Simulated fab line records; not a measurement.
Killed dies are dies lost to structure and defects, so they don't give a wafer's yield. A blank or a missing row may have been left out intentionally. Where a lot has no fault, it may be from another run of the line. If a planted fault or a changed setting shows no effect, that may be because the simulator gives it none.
Which tool is to blame? :: flow nand-harc :: 13 lots, 39 wafers sampled, at 6 steps of a route of 1302

WHAT EACH GAUGE READ, for each wafer
NHARC_A_ONON_D1_THK_MEAS_24: measures by ellipsometry. Usual: thk-nm 1001 nm, standard deviation 10.
lot: L433
measured: day 9 03:37
on: film-metro-02
thk-nm (nm): 1001 1002 1002
flag: 

lot: L434
measured: day 9 09:47
on: film-metro-02
thk-nm (nm): 1015 1016 1016
flag: 

lot: L436
measured: day 10 10:01
on: film-metro-01
thk-nm (nm): 997 997 998
flag: 

lot: L438
measured: day 11 04:20
on: film-metro-01
thk-nm (nm): 1004 1001 1000
flag: 

lot: L441
measured: day 12 06:05
on: film-metro-02
thk-nm (nm): 997 1000 997
flag: 

lot: L442
measured: day 13 03:01
on: film-metro-02
thk-nm (nm): 1001 1000 998
flag: 

lot: L443
measured: day 13 06:49
on: film-metro-02
thk-nm (nm): 1001 1002 1002
flag: 

lot: L445
measured: day 14 05:10
on: film-metro-02
thk-nm (nm): 999 1000 999
flag: 

lot: L447
measured: day 14 17:30
on: film-metro-02
thk-nm (nm): 1013 1014 1012
flag: 

lot: L451
measured: day 16 17:02
on: film-metro-01
thk-nm (nm): 1007 1007 1006
flag: 

lot: L452
measured: day 17 00:06
on: film-metro-01
thk-nm (nm): 997 996 997
flag: 

lot: L453
measured: day 17 05:11
on: film-metro-02
thk-nm (nm): 1009 1008 1007
flag: 

lot: L454
measured: day 17 14:30
on: film-metro-02
thk-nm (nm): 1009 1009 1009
flag: 

NHARC_A_ONON_D1_THK_MEAS_30: measures by ellipsometry. Usual: thk-nm 1003 nm, standard deviation 11.
lot: L433
measured: day 9 04:45
on: film-metro-02
thk-nm (nm): 1005 1004 1004
flag: 

lot: L434
measured: day 9 10:55
on: film-metro-02
thk-nm (nm): 1010 1007 1009
flag: 

lot: L436
measured: day 10 11:09
on: film-metro-01
thk-nm (nm): 1002 1001 1002
flag: 

lot: L438
measured: day 11 05:29
on: film-metro-02
thk-nm (nm): 1005 1004 1004
flag: 

lot: L441
measured: day 12 07:13
on: film-metro-02
thk-nm (nm): 1012 1012 1012
flag: 

lot: L442
measured: day 13 04:08
on: film-metro-02
thk-nm (nm): 1027 1027 1025
flag: 

lot: L443
measured: day 13 07:57
on: film-metro-02
thk-nm (nm): 640 642 642
flag: OFF

lot: L445
measured: day 14 06:20
on: film-metro-02
thk-nm (nm): 632 632 630
flag: OFF

lot: L447
measured: day 14 18:38
on: film-metro-01
thk-nm (nm): 636 637 637
flag: OFF

lot: L451
measured: day 16 18:11
on: film-metro-01
thk-nm (nm): 1002 1001 1001
flag: 

lot: L452
measured: day 17 01:14
on: film-metro-01
thk-nm (nm): 1000 1000 1000
flag: 

lot: L453
measured: day 17 06:19
on: film-metro-02
thk-nm (nm): 990 990 992
flag: 

lot: L454
measured: day 17 15:38
on: film-metro-01
thk-nm (nm): 1009 1008 1009
flag: 

NHARC_A_CHANNEL_HOLE_D1_OVL_MEAS_11. Usual: overlay-x-nm 0.0 nm, standard deviation 0.85; overlay-y-nm -0.1 nm, standard deviation 0.83.
lot: L433
measured: day 9 14:23
on: overlay-02
overlay-x-nm (nm): 0.8 0.3 0.5
overlay-y-nm (nm): 0.1 0.2 0.2
flag: 

lot: L434
measured: day 9 15:59
on: overlay-02
overlay-x-nm (nm): 0.6 0.2 0.5
overlay-y-nm (nm): -0.1 -0.1 0.1
flag: 

lot: L436
measured: day 10 15:01
on: overlay-01
overlay-x-nm (nm): 0.7 0.6 0.7
overlay-y-nm (nm): 0.2 -0.5 -0.1
flag: 

lot: L438
measured: day 11 10:53
on: overlay-01
overlay-x-nm (nm): 0.2 1.1 1.1
overlay-y-nm (nm): -0.6 -0.7 -0.2
flag: 

lot: L441
measured: day 12 10:31
on: overlay-02
overlay-x-nm (nm): -0.6 -0.6 -0.4
overlay-y-nm (nm): -0.2 -0.5 -0.6
flag: 

lot: L442
measured: day 13 08:37
on: overlay-02
overlay-x-nm (nm): -0.8 -0.3 -0.9
overlay-y-nm (nm): 0.4 -0.2 0.4
flag: 

lot: L451
measured: day 17 02:13
on: overlay-01
overlay-x-nm (nm): 0.3 -0.1 -0.3
overlay-y-nm (nm): -0.8 -0.5 -0.5
flag: 

lot: L452
measured: day 17 07:42
on: overlay-01
overlay-x-nm (nm): -0.7 -0.9 -1.5
overlay-y-nm (nm): 0.4 -0.4 -0.3
flag: 

lot: L453
measured: day 17 09:44
on: overlay-01
overlay-x-nm (nm): 1.2 1.6 1.5
overlay-y-nm (nm): -0.2 0.2 0.8
flag: 

lot: L454
measured: day 17 18:50
on: overlay-01
overlay-x-nm (nm): -1.1 -0.2 -0.4
overlay-y-nm (nm): 1.5 1.2 1.4
flag: 

NHARC_END_SORT_01. Usual: killed-at-array 55, standard deviation 22; killed-at-other 1.1, standard deviation 1.4; killed-at-periphery 4, standard deviation 3.2; killed-dies 59, standard deviation 22; killed-open 3.3, standard deviation 1.8; killed-short 2.5, standard deviation 1.5.
lot: L443
measured: day 29 17:55
on: prober-02
killed-at-array: 674 676 669
killed-at-other: 0 0 2
killed-at-periphery: 3 1 6
killed-dies: 677 677 677
killed-open: 3 3 3
killed-short: 3 3 1
flag: OFF

lot: L445
measured: day 30 20:51
on: prober-01
killed-at-array: 674 675 673
killed-at-other: 1 1 1
killed-at-periphery: 2 1 3
killed-dies: 677 677 677
killed-open: 4 5 4
killed-short: 3 1 2
flag: OFF

lot: L447
measured: day 30 09:01
on: prober-02
killed-at-array: 671 669 666
killed-at-other: 0 1 0
killed-at-periphery: 6 7 11
killed-dies: 677 677 677
killed-open: 4 2 3
killed-short: 3 5 0
flag: OFF

EACH LOT AND THE TOOL THAT RAN IT (in order: tool; ch and the chambers of the sampled wafers; start)
lot: L433
NHARC_A_ONON_D1_DEP_28: pecvd-onon-01 ch 0, day 9 04:14
NHARC_A_CHANNEL_HOLE_D1_DESCUM_15: rie-diel-05 ch 0,1,2, day 9 14:30

lot: L434
NHARC_A_ONON_D1_DEP_28: pecvd-onon-02 ch 0, day 9 10:25
NHARC_A_CHANNEL_HOLE_D1_DESCUM_15: rie-diel-05 ch 0,2,3, day 9 16:05

lot: L436
NHARC_A_ONON_D1_DEP_28: pecvd-onon-03 ch 0, day 10 10:46
NHARC_A_CHANNEL_HOLE_D1_DESCUM_15: rie-diel-09 ch 0,1, day 10 15:07

lot: L438
NHARC_A_ONON_D1_DEP_28: pecvd-onon-03 ch 0, day 11 05:02
NHARC_A_CHANNEL_HOLE_D1_DESCUM_15: rie-diel-05 ch 0,1,3, day 11 10:59

lot: L441
NHARC_A_ONON_D1_DEP_28: pecvd-onon-03 ch 0, day 12 06:42
NHARC_A_CHANNEL_HOLE_D1_DESCUM_15: rie-diel-05 ch 1,2, day 12 10:40

lot: L442
NHARC_A_ONON_D1_DEP_28: pecvd-onon-02 ch 0, day 13 03:38
NHARC_A_CHANNEL_HOLE_D1_DESCUM_15: rie-diel-05 ch 2,3, day 13 08:43

lot: L443
NHARC_A_ONON_D1_DEP_28: pecvd-onon-02 ch 0, day 13 07:26
NHARC_A_CHANNEL_HOLE_D1_DESCUM_15: -

lot: L445
NHARC_A_ONON_D1_DEP_28: pecvd-onon-02 ch 0, day 14 05:50
NHARC_A_CHANNEL_HOLE_D1_DESCUM_15: -

lot: L447
NHARC_A_ONON_D1_DEP_28: pecvd-onon-02 ch 0, day 14 18:08
NHARC_A_CHANNEL_HOLE_D1_DESCUM_15: -

lot: L451
NHARC_A_ONON_D1_DEP_28: pecvd-onon-01 ch 0, day 16 17:40
NHARC_A_CHANNEL_HOLE_D1_DESCUM_15: rie-diel-09 ch 1,3, day 17 02:19

lot: L452
NHARC_A_ONON_D1_DEP_28: pecvd-onon-03 ch 0, day 17 00:44
NHARC_A_CHANNEL_HOLE_D1_DESCUM_15: rie-diel-05 ch 0,2,3, day 17 07:49

lot: L453
NHARC_A_ONON_D1_DEP_28: pecvd-onon-02 ch 0, day 17 05:49
NHARC_A_CHANNEL_HOLE_D1_DESCUM_15: rie-diel-05 ch 0,1,2, day 17 09:50

lot: L454
NHARC_A_ONON_D1_DEP_28: pecvd-onon-01 ch 0, day 17 15:07
NHARC_A_CHANNEL_HOLE_D1_DESCUM_15: rie-diel-06 ch 1,3, day 17 18:58
- NHARC_A_ONON_D1_DEP_28: target thk 1000 nm.
- NHARC_A_CHANNEL_HOLE_D1_DESCUM_15: chemistry O2, time 3 s.

WHAT THE TOOLS THEMSELVES READ (means of the sampled wafers that have a number; where no wafer has one, the mark that the record gives instead)
NHARC_A_CHANNEL_HOLE_D1_DESCUM_15. Usual: drypump-motor-current-A 5.7 A, standard deviation 0.45; oes-product-au 0.998 a.u., standard deviation 0.0092; rf-vpp-V 57.9 V, standard deviation 0.82; showerhead-plenum-p-Torr 1.94 Torr, standard deviation 0.086; throttle-valve-pct 11.311 %, standard deviation 0.0085.
lot: L433
tool: rie-diel-05
drypump-motor-current-A (A): 5.8
oes-product-au (a.u.): 1.000
rf-vpp-V (V): 58.0
showerhead-plenum-p-Torr (Torr): 1.94
throttle-valve-pct (%): 11.315
flag: 

lot: L434
tool: rie-diel-05
drypump-motor-current-A (A): 5.8
oes-product-au (a.u.): 1.014
rf-vpp-V (V): 58.3
showerhead-plenum-p-Torr (Torr): 1.93
throttle-valve-pct (%): 11.315
flag: 

lot: L436
tool: rie-diel-09
drypump-motor-current-A (A): 6.2
oes-product-au (a.u.): 0.990
rf-vpp-V (V): 57.9
showerhead-plenum-p-Torr (Torr): 2.06
throttle-valve-pct (%): 11.318
flag: 

lot: L438
tool: rie-diel-05
drypump-motor-current-A (A): 5.6
oes-product-au (a.u.): 0.998
rf-vpp-V (V): 57.7
showerhead-plenum-p-Torr (Torr): 1.98
throttle-valve-pct (%): 11.313
flag: 

lot: L441
tool: rie-diel-05
drypump-motor-current-A (A): 5.9
oes-product-au (a.u.): 0.990
rf-vpp-V (V): 57.9
showerhead-plenum-p-Torr (Torr): 1.96
throttle-valve-pct (%): 11.308
flag: 

lot: L442
tool: rie-diel-05
drypump-motor-current-A (A): 6.1
oes-product-au (a.u.): 1.003
rf-vpp-V (V): 57.8
showerhead-plenum-p-Torr (Torr): 1.94
throttle-valve-pct (%): 11.303
flag: 

lot: L451
tool: rie-diel-09
drypump-motor-current-A (A): 6.3
oes-product-au (a.u.): 1.001
rf-vpp-V (V): 58.6
showerhead-plenum-p-Torr (Torr): 2.04
throttle-valve-pct (%): 11.318
flag: 

lot: L452
tool: rie-diel-05
drypump-motor-current-A (A): 5.9
oes-product-au (a.u.): 0.997
rf-vpp-V (V): 57.7
showerhead-plenum-p-Torr (Torr): 1.93
throttle-valve-pct (%): 11.309
flag: 

lot: L453
tool: rie-diel-05
drypump-motor-current-A (A): 5.7
oes-product-au (a.u.): 0.991
rf-vpp-V (V): 57.9
showerhead-plenum-p-Torr (Torr): 1.93
throttle-valve-pct (%): 11.309
flag: 

lot: L454
tool: rie-diel-06
drypump-motor-current-A (A): 5.3
oes-product-au (a.u.): 1.007
rf-vpp-V (V): 58.2
showerhead-plenum-p-Torr (Torr): 1.96
throttle-valve-pct (%): 11.310
flag: 

THE ANSWER, worked out from the rows above alone
Rule: lot off if the mean of its wafers having a number is beyond 3 standard deviations from the usual mean. A lot without any number at a reading at which 4 lots or more have one is off too. All remaining lots with rows at the step are treated as sound. The gauges are gone through in route order, then the tools' own readings, and for those a lot's mean is taken as printed above. At the first step where some lot is off, the reading lying furthest off is the one used; lots without a number count as furthest.
Off: L443, L445, L447 (NHARC_A_ONON_D1_THK_MEAS_30, thk-nm).
A tool fits if, at a process step before that reading, it ran every lot that is off, and no sound lot after the first of them. The gauges at NHARC_A_ONON_D1_THK_MEAS_30 aren't tried: what is off there is off at NHARC_END_SORT_01 too, on other tools, and a gauge's error can't cause that. Of those tried, none fits.

WHAT THE SIMULATOR HAD PUT IN
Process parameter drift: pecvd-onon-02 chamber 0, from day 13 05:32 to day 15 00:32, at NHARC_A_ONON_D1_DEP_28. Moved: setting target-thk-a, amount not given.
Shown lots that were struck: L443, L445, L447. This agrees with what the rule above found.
